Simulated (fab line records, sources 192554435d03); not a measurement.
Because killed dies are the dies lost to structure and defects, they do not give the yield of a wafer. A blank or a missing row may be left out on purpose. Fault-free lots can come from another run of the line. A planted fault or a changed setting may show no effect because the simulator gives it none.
fab line records -- flow n5Finfet
record lots=12, wafers=34, lastDay=18
route steps=1938 shown BEOL_M8@1387 BEOL_M9@1411
lots that met no fault: from a run of the same line without faults
startH: the number of hours between the record's first day and the start of the first shown wafer of the lot -- waitH: hours since the lot's step before -- " identical to the entry in the row above -- L1.1+2: one row covering several wafers at once -- - no value, or no start given -- * or withheld: withheld -- < > ~ a bound
route shown NAME@n: NAME is a module with steps in the file, n the number in the route of the first one -- usual: mean and standard deviation over wafers with no fault -- same: alike in all rows -- chamber/n: place in a boat -- sites: the reading at each site -- _std_site: standard deviation of those values -- _edge_site: the outer-site mean with the inner-site mean subtracted -- radiusMm: how far each site lies from the wafer's centre -- mask NAME#n: copy n -- behind: the tool/chamber that last shaped the wafer -- hold: cause of the lot's hold/its duration in hours/its outcome -- device: transistor that didn't switch, given as n, p or np -- end of line: tests run on the same wafers once the route is complete -- where a step has no rows: the recipe by itself -- killed: dies lost to structure and defects at the first sort, not the wafer's yield -- map: dies across one wafer; x = killed, . = not, _ = none there
set.NAME: the setting the step ran with; set.NAME@STEP: the setting that earlier step ran with -- model.NAME: the simulator's own value behind a step, which no gauge read
one table for each step of the route and one row for each wafer, over a sample of lots
services: a tool's chamber out of use, with start hour (startH, from the record's first day; less than 0 if before it), hours out, and reason
## steps
# step N5_BEOL_M8_DEGAS_44
# recipe ambient=vacuum, tempC=250, timeS=60
# usual heaterPowerW=334/28
lot.wafer,tool,chamber,startH,waitH,heaterPowerW
L673.3,pvdSputter-03,-,241.21,0.7,321
L673.4,pvdSputter-03,-,241.21,0.7,376
L673.5,pvdSputter-03,-,241.21,0.7,375
L675.1,pvdSputter-03,-,242.37,1.0,366
L675.2,pvdSputter-03,-,242.37,1.0,343
L675.5,pvdSputter-03,-,242.37,1.0,371
L674.3,pvdSputter-03,-,244.67,0.8,385
L674.4,pvdSputter-03,-,244.67,0.8,339
L674.6,pvdSputter-03,-,244.67,0.8,323
L678.1,pvdSputter-02,-,247.10,0.9,322
L678.3,pvdSputter-02,-,247.10,0.9,330
L676.1,pvdSputter-02,-,253.85,0.3,326
L676.3,pvdSputter-02,-,253.85,0.3,307
L676.6,pvdSputter-02,-,253.85,0.3,335
L682.3,pvdSputter-02,-,288.95,3.0,334
L682.5,pvdSputter-02,-,288.95,3.0,306
L682.6,pvdSputter-02,-,288.95,3.0,333
L687.1,pvdSputter-02,-,316.77,0.5,327
L687.2,pvdSputter-02,-,316.77,0.5,320
L687.3,pvdSputter-02,-,316.77,0.5,336
L686.3,pvdSputter-02,-,316.85,0.2,329
L686.4,pvdSputter-02,-,316.85,0.2,339
L686.5,pvdSputter-02,-,316.85,0.2,328
L693.2,pvdSputter-03,-,343.28,0.3,344
L693.4,pvdSputter-03,-,343.28,0.3,320
L694.4,pvdSputter-02,-,348.96,0.6,326
L694.5,pvdSputter-02,-,348.96,0.6,334
L694.6,pvdSputter-02,-,348.96,0.6,304
L695.1,pvdSputter-03,-,363.83,0.3,387
L695.3,pvdSputter-03,-,363.83,0.3,364
L695.5,pvdSputter-03,-,363.83,0.3,333
L696.2,pvdSputter-03,-,365.89,1.9,333
L696.3,pvdSputter-03,-,365.89,1.9,378
L696.6,pvdSputter-03,-,365.89,1.9,341
# step N5_BEOL_M8_ANNEAL_51
# recipe tempC=225, timeS=90, ambient=N2
# usual wafer_temp_C_max=226.3/0.43
lot.wafer,tool,chamber,startH,waitH,wafer_temp_C_max
L673.3,rtpAnneal-02,0,242.53,0.4,226.1
L673.4,rtpAnneal-02,0,242.53,0.4,226.2
L673.5,rtpAnneal-02,0,242.53,0.4,226.4
L675.1,rtpAnneal-02,0,244.81,1.6,226.0
L675.2,rtpAnneal-02,0,244.81,1.6,226.1
L675.5,rtpAnneal-02,0,244.81,1.6,226.2
L674.3,rtpAnneal-02,0,246.82,1.4,226.5
L674.4,rtpAnneal-02,0,246.82,1.4,226.5
L674.6,rtpAnneal-02,0,246.82,1.4,226.1
L678.1,rtpAnneal-02,0,248.83,0.9,226.2
L678.3,rtpAnneal-02,0,248.83,0.9,225.8
L676.1,rtpAnneal-02,0,257.44,0.5,226.2
L676.3,rtpAnneal-02,0,257.44,0.5,226.0
L676.6,rtpAnneal-02,0,257.44,0.5,226.2
L682.3,rtpAnneal-02,0,289.95,0.1,226.1
L682.5,rtpAnneal-02,0,289.95,0.1,225.7
L682.6,rtpAnneal-02,0,289.95,0.1,226.0
L687.1,rtpAnneal-01,0,318.43,0.3,227.3
L687.2,rtpAnneal-01,0,318.43,0.3,226.8
L687.3,rtpAnneal-01,0,318.43,0.3,226.5
L686.3,rtpAnneal-01,0,318.79,0.5,226.6
L686.4,rtpAnneal-01,0,318.79,0.5,226.9
L686.5,rtpAnneal-01,0,318.79,0.5,227.1
L693.2,rtpAnneal-01,0,344.39,0.3,226.1
L693.4,rtpAnneal-01,0,344.39,0.3,226.6
L694.4,rtpAnneal-01,0,350.56,0.2,226.7
L694.5,rtpAnneal-01,0,350.56,0.2,226.6
L694.6,rtpAnneal-01,0,350.56,0.2,227.0
L695.1,rtpAnneal-02,0,366.48,0.1,226.0
L695.3,rtpAnneal-02,0,366.48,0.1,225.8
L695.5,rtpAnneal-02,0,366.48,0.1,225.7
L696.2,rtpAnneal-01,0,366.89,0.1,226.7
L696.3,rtpAnneal-01,0,366.89,0.1,227.1
L696.6,rtpAnneal-01,0,366.89,0.1,226.3
# step N5_BEOL_M9_EXPOSE_08
# recipe maskId=M9, na=1.35, sourceShape=dipole, sigmaInner=0.411, sigmaOuter=0.611, polarization=te, doseMj=53.75
# usual exposureDoseMJCm2=53.72/0.06
lot.wafer,tool,chamber,startH,waitH,mask,exposureDoseMJCm2
L673.3,arfiScanner-01,0,245.17,-,M9#0,53.70
L673.4,arfiScanner-01,0,245.17,-,M9#0,53.68
L673.5,arfiScanner-01,0,245.17,-,M9#0,53.76
L675.1,arfiScanner-02,0,247.83,-,M9#0,53.75
L675.2,arfiScanner-02,0,247.83,-,M9#0,53.77
L675.5,arfiScanner-02,0,247.83,-,M9#0,53.68
L674.3,arfiScanner-02,0,250.51,-,M9#0,53.69
L674.4,arfiScanner-02,0,250.51,-,M9#0,53.71
L674.6,arfiScanner-02,0,250.51,-,M9#0,53.59
L678.1,arfiScanner-01,0,250.99,-,M9#0,53.65
L678.3,arfiScanner-01,0,250.99,-,M9#0,53.69
L676.1,arfiScanner-03,0,259.97,-,M9#0,53.63
L676.3,arfiScanner-03,0,259.97,-,M9#0,53.70
L676.6,arfiScanner-03,0,259.97,-,M9#0,53.75
L682.3,arfiScanner-01,0,292.67,-,M9#0,53.65
L682.5,arfiScanner-01,0,292.67,-,M9#0,53.78
L682.6,arfiScanner-01,0,292.67,-,M9#0,53.69
L687.1,arfiScanner-01,0,321.38,-,M9#0,52.52
L687.2,arfiScanner-01,0,321.38,-,M9#0,52.52
L687.3,arfiScanner-01,0,321.38,-,M9#0,52.57
L686.3,arfiScanner-01,0,322.88,-,M9#0,52.67
L686.4,arfiScanner-01,0,322.88,-,M9#0,52.69
L686.5,arfiScanner-01,0,322.88,-,M9#0,52.71
L693.2,arfiScanner-02,0,347.85,-,M9#0,53.59
L693.4,arfiScanner-02,0,347.85,-,M9#0,53.71
L694.4,arfiScanner-03,0,355.75,-,M9#0,53.64
L694.5,arfiScanner-03,0,355.75,-,M9#0,53.60
L694.6,arfiScanner-03,0,355.75,-,M9#0,53.61
L695.1,arfiScanner-02,0,370.22,-,M9#0,53.73
L695.3,arfiScanner-02,0,370.22,-,M9#0,53.70
L695.5,arfiScanner-02,0,370.22,-,M9#0,53.73
L696.2,arfiScanner-03,0,370.39,-,M9#0,53.76
L696.3,arfiScanner-03,0,370.39,-,M9#0,53.82
L696.6,arfiScanner-03,0,370.39,-,M9#0,53.89
# step N5_BEOL_M9_INSPECT_13
# recipe mode=adi, inspectInstrument=brightfield
# usual rawDefectCount=429/86
lot.wafer,tool,chamber,startH,waitH,rawDefectCount
L673.3,defectInspect-01,-,245.34,0.0,617
L673.4,defectInspect-01,-,245.34,0.0,357
L673.5,defectInspect-01,-,245.34,0.0,297
L675.1,defectInspect-02,-,248.01,0.0,307
L675.2,defectInspect-02,-,248.01,0.0,427
L675.5,defectInspect-02,-,248.01,0.0,522
L674.3,defectInspect-01,-,250.68,0.0,356
L674.4,defectInspect-01,-,250.68,0.0,274
L674.6,defectInspect-01,-,250.68,0.0,285
L678.1,defectInspect-02,-,251.17,0.0,311
L678.3,defectInspect-02,-,251.17,0.0,477
L676.1,defectInspect-01,-,260.15,0.0,418
L676.3,defectInspect-01,-,260.15,0.0,500
L676.6,defectInspect-01,-,260.15,0.0,633
L682.3,defectInspect-01,-,292.84,0.0,383
L682.5,defectInspect-01,-,292.84,0.0,460
L682.6,defectInspect-01,-,292.84,0.0,323
L687.1,defectInspect-02,-,321.56,0.0,559
L687.2,defectInspect-02,-,321.56,0.0,473
L687.3,defectInspect-02,-,321.56,0.0,388
L686.3,defectInspect-02,-,323.05,0.0,492
L686.4,defectInspect-02,-,323.05,0.0,360
L686.5,defectInspect-02,-,323.05,0.0,331
L693.2,defectInspect-01,-,348.03,0.0,441
L693.4,defectInspect-01,-,348.03,0.0,390
L694.4,defectInspect-01,-,355.91,0.0,497
L694.5,defectInspect-01,-,355.91,0.0,422
L694.6,defectInspect-01,-,355.91,0.0,374
L695.1,defectInspect-02,-,370.40,0.0,515
L695.3,defectInspect-02,-,370.40,0.0,492
L695.5,defectInspect-02,-,370.40,0.0,456
L696.2,defectInspect-01,-,370.56,0.0,380
L696.3,defectInspect-01,-,370.56,0.0,512
L696.6,defectInspect-01,-,370.56,0.0,490
## services
tool,chamber,startH,hours,kind
arfiScanner-03,-,224.61,1.0,pm
arfiScanner-01,-,234.45,5.4,repair
pvdSputter-03,-,239.40,1.2,repair
arfiScanner-03,-,248.90,1.3,pm
arfiScanner-03,-,250.32,1.7,repair
arfiScanner-02,-,252.64,1.3,pm
arfiScanner-01,-,277.96,8.8,repair
arfiScanner-01,-,305.15,0.9,repair
arfiScanner-02,-,320.23,4.9,pm
arfiScanner-03,-,321.22,1.0,pm
arfiScanner-03,0,326.99,-,calibration
arfiScanner-01,-,328.58,4.9,pm
arfiScanner-03,-,332.93,0.8,pm
arfiScanner-01,0,336.28,-,calibration
arfiScanner-01,-,340.63,1.0,pm
arfiScanner-01,-,342.00,1.3,pm
arfiScanner-03,-,349.99,0.4,repair
arfiScanner-02,0,350.39,-,calibration
arfiScanner-01,-,358.01,0.8,pm
arfiScanner-01,-,363.31,2.1,repair
arfiScanner-02,-,364.68,1.0,pm
## key
firstSign step=N5_BEOL_M9_EXPOSE_08, reading=exposureDoseMJCm2, direction=down, sigmas=18, usual=53.72, struck=52.61
effect none on later readings
metAt N5_BEOL_M9_EXPOSE_08
struckLots L686,L687
loopTrim step=N5_BEOL_M9_EXPOSE_08, setting=dose, lots=L686
baselineLoss step=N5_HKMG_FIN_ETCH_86, wafers=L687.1
notActingAt N5_BEOL_M8_DEGAS_44,N5_BEOL_M8_ANNEAL_51,N5_BEOL_M9_INSPECT_13
onsetBetween 292.67 321.38
fault kind=processParameterDrift, tool=arfiScanner-01, chamber=-, onsetH=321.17, steps=N5_BEOL_M9_EXPOSE_08, channel=doseMj, offset=-1.209, shape=step, actsIn=theseRecipesOnly, stated=53.75
# loopTrim: a control loop set the setting to another value than it would have without faults
# baselineLoss: these wafers lose ten dies or more at that step, a loss of the line's own and not of a fault; the sort's usual values leave them out
